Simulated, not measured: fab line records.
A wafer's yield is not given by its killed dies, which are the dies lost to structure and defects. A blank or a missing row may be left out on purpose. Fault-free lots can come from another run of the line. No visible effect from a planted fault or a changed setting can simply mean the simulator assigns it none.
A struck lot beside a sound one + flow n5 finfet + 15 out of 1938 route steps
Sound: these wafers, L133.1, L133.4, L133.6. Struck: wafer L137.4; the same lot's L137.1 was not struck, so it is left out; see the end for the cause.
At each step with rows: each side's tool, then ch and its chambers, then its first start. Under that, the readings that differ: sound wafers + struck wafers + difference of the means + sigmas: that difference in standard deviations of wafers without a fault.
alike: readings with means less than 2 such deviations apart, plus words and numbers identical on both sides. not compared: withheld readings, readings lacking a value on some wafer, bounds such as >300 that could conceal the same value, and numbers that have no deviation in the record and whose values overlap.
The two part at a step that has a row with sigmas, a row that says differs or no value, or rows on one side only. Numbers that don't overlap but have no deviation are shown without sigmas and don't part them. A reading missing from all wafers of one side parts the sides only when that side holds two or more wafers.

first, 2 steps without rows for these wafers: N5_BEOL_M4_PEB_09 (peb time 60 s); N5_BEOL_M4_DEVELOP_10 (develop time 30 s).
N5_BEOL_M4_CD_MEAS_11: target cd 16.79 nm.
  sound on cd sem-01 ch 0, day 10 15:24; struck on cd sem-01 ch 0, day 11 08:21
  alike: cd nm
N5_BEOL_M4_OVL_MEAS_12:
  sound on overlay-01 ch 0, day 10 15:26; struck on overlay-02 ch 0, day 11 08:23
| reading     | sound       | struck | difference | sigmas |
|-------------|-------------|--------|------------|--------|
| M4_OVL (nm) | 0.8 1.2 0.7 | -1.3   | -2.2       | -3     |
N5_BEOL_M4_INSPECT_13: inspects for defects (brightfield).
  sound on defect inspect-02, day 10 15:29; struck on defect inspect-01, day 11 08:26
  alike: raw defect count
then, 1 step without rows for these wafers: N5_BEOL_M4_DESCUM_16 (chemistry O2, time 7 s).
N5_BEOL_M4_ETCH_74: etches underlayer in N2/H2, target depth 6.5 nm, time 5.2 s.
  sound on rie diel-02 ch 0,1, day 10 15:34; struck on rie diel-02 ch 3, day 11 08:43
| reading    | sound             | struck | difference | sigmas |
|------------|-------------------|--------|------------|--------|
| bias w (W) | 149.4 150.0 150.7 | 148.9  | -1.1       | -3     |
  alike: drypump motor current A, etch rf on time s, oes product au, rf vpp V, showerhead plenum p Torr, throttle valve pct
  not compared: rf hours counter h
N5_BEOL_M4_ETCH_63: etches SiARC in CF4, target depth 15.6 nm, time 26 s.
  sound on rie diel-02 ch 0,1, day 10 15:34; struck on rie diel-02 ch 3, day 11 08:44
  alike: bias w, drypump motor current A, etch rf on time s, oes product au, rf vpp V, showerhead plenum p Torr, throttle valve pct
  not compared: rf hours counter h
N5_BEOL_M4_ETCH_64: etches SOC in N2/H2, target depth 75 nm, overetch 22.5 nm, time 121.9 s.
  sound on rie diel-02 ch 0,1, day 10 15:36; struck on rie diel-02 ch 3, day 11 08:46
  alike: bias w, drypump motor current A, oes product au, rf vpp V, showerhead plenum p Torr, throttle valve pct
  not compared: rf hours counter h
then, 2 steps without rows for these wafers: N5_BEOL_M4_STRIP_65 (strips in N2/H2); N5_BEOL_M4_STRIP_75 (strips in N2/H2).
N5_BEOL_M4_STRIP_66: strips in CF4.
  sound on rie diel-02 ch 0,1, day 10 15:44; struck on rie diel-02 ch 3, day 11 08:53
  alike: drypump motor current A, oes product au, rf vpp V, showerhead plenum p Torr, throttle valve pct
  not compared: rf hours counter h
N5_BEOL_M4_HM_OPEN_17: chemistry Cl2/BCl3, target TiN, target depth 20 nm, overetch 6 nm.
  sound on rie metal-02 ch 1, day 10 15:47; struck on rie metal-02 ch 0, day 11 08:56
| reading                                  | sound             | struck | difference | sigmas |
|------------------------------------------|-------------------|--------|------------|--------|
| bias w (W)                               | 125.9 126.0 126.4 | 125.1  | -1.0       | -3     |
| oes product au (a.u.)                    | 0.60 0.60 0.59    | 0.80   | +0.20      | +2     |
| throttle valve pct (%)                   | 22.55 22.55 22.55 | 21.97  | -0.58      | -2     |
| model.SOC_of_BEOL_M4_COAT_61.thk nm (nm) | 52 52 52          | 48.6   | -3.4       |        |
  alike: drypump motor current A, mfc cl2 sccm
  not compared: rf hours counter h
N5_BEOL_M4_STRIP_19: strips in O2.
  sound on rie diel-05 ch 0,1,2, day 10 15:59; struck on rie diel-05 ch 1, day 11 09:02
  alike: drypump motor current A, oes product au, rf vpp V, showerhead plenum p Torr, throttle valve pct
  not compared: rf hours counter h
N5_BEOL_M4_RC_MEAS_101:
  sound on prober-01 ch 0, day 11 02:05; struck on prober-01 ch 0, day 11 19:52
| reading       | sound          | struck | difference | sigmas |
|---------------|----------------|--------|------------|--------|
| SS_N (mV/dec) | 71.3 71.9 71.7 | 70.3   | -1.3       | -2     |
  alike: DIBL_N, DIBL_P, IOFF_N, IOFF_P, ION_N, ION_P, SS_P, VT_N, VT_P

## WHERE THEY PART
At N5_BEOL_M4_OVL_MEAS_12 first; at N5_BEOL_M4_RC_MEAS_101 last (within this record only).

WHY: what the simulator had put in
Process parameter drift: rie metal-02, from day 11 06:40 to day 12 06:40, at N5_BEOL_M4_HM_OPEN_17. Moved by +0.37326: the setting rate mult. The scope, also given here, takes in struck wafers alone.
